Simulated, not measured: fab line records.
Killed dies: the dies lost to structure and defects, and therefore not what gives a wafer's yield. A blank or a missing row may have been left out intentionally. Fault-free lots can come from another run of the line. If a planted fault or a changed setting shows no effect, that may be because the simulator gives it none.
A lot that was struck, set against a sound lot ; flow n5Finfet ; 14 steps out of a route of 1938
Sound: these wafers, L498.1, L498.3, L498.4. The struck wafers were L501.1, L501.2, L501.6. The cause is named last.
Order at every step that has rows: each side's tool, ch and its chambers, its first start. Under that, the readings that differ: sound wafers ; struck wafers ; difference of the means ; sigmas: that difference in standard deviations of wafers without a fault.
alike: same words and numbers on both sides, and readings whose means sit less than 2 such deviations apart. not compared: any withheld reading, any reading some wafer has no value for, any bound like >300 that may hide the same value, and any number with overlapping values for which the record gives no deviation.
Wherever a step has rows on one side only, a row that says differs or no value, or a row with sigmas, the two part there. Non-overlapping numbers with no deviation appear without sigmas and do not part them. A reading that every wafer of one side lacks parts them only if that side has two wafers or more.

N5_MIM_BOT_ETCH_STRIP_01: strips in O2.
  sound on rieDiel-01 ch 1,2,3, day 13 16:17; struck on rieDiel-06 ch 0,2, day 14 17:04
  alike: drypumpMotorCurrentA, oesProductAu, rfVppV, showerheadPlenumPTorr, throttleValvePct
  not compared: rfHoursCounterH
then, 3 steps without rows for these wafers: N5_MIM_BOT_ETCH_STRIP_02 (strips in post etch residue remover, time 1200 s); N5_MIM_BOT_ETCH_CLEAN_05 (cleans in IPA, time 180 s); N5_MIM_BOT_ETCH_SRD_06 (time 30 s).
N5_PASSIVATION_PECVD_55: deposits SiO2 from SiH4/N2O, target thk 400 nm, time 22.5 s.
  sound on pecvd-04 ch 0,1,2, day 13 17:11; struck on pecvd-01 ch 1,2, day 14 17:37
  alike: heaterPowerW, showerheadPlenumPTorr, susceptorTempC, throttleValvePct
N5_PASSIVATION_PECVD_01: deposits SiNx from SiH4/NH3/N2, target thk 200 nm, time 43.2 s.
  sound on pecvd-04 ch 0,1,2, day 13 17:13; struck on pecvd-01 ch 1,2, day 14 17:38
  alike: heaterPowerW, showerheadPlenumPTorr, susceptorTempC, throttleValvePct
then, 6 steps without rows for these wafers: N5_PASSIVATION_HMDS_03 (time 60 s); N5_PASSIVATION_COAT_04; N5_PASSIVATION_EBR_06; N5_PASSIVATION_SOFTBAKE_05 (time 90 s); N5_PASSIVATION_EXPOSE_07 (exposes mask TV, defocus 0 nm, target cd 3000 nm); N5_PASSIVATION_PEB_08.
N5_PASSIVATION_DEVELOP_09: develop time 60 s.
  sound on lithoTrack-03 ch 0, day 13 18:46; struck on lithoTrack-03, day 14 17:53
  no value came back on the struck wafers for chillPlateTempC (C), developTimeS (s); on the sound wafers chillPlateTempC (C) reads 23.08 22.93 23.02
  not compared: model.coat_of_PASSIVATION_COAT_04.thkNm
then, 1 step without rows for these wafers: N5_PASSIVATION_HARDBAKE_11 (time 120 s).

WHERE THEY PART
Within this record, at N5_PASSIVATION_DEVELOP_09 only.

WHY: what had been put in by the simulator
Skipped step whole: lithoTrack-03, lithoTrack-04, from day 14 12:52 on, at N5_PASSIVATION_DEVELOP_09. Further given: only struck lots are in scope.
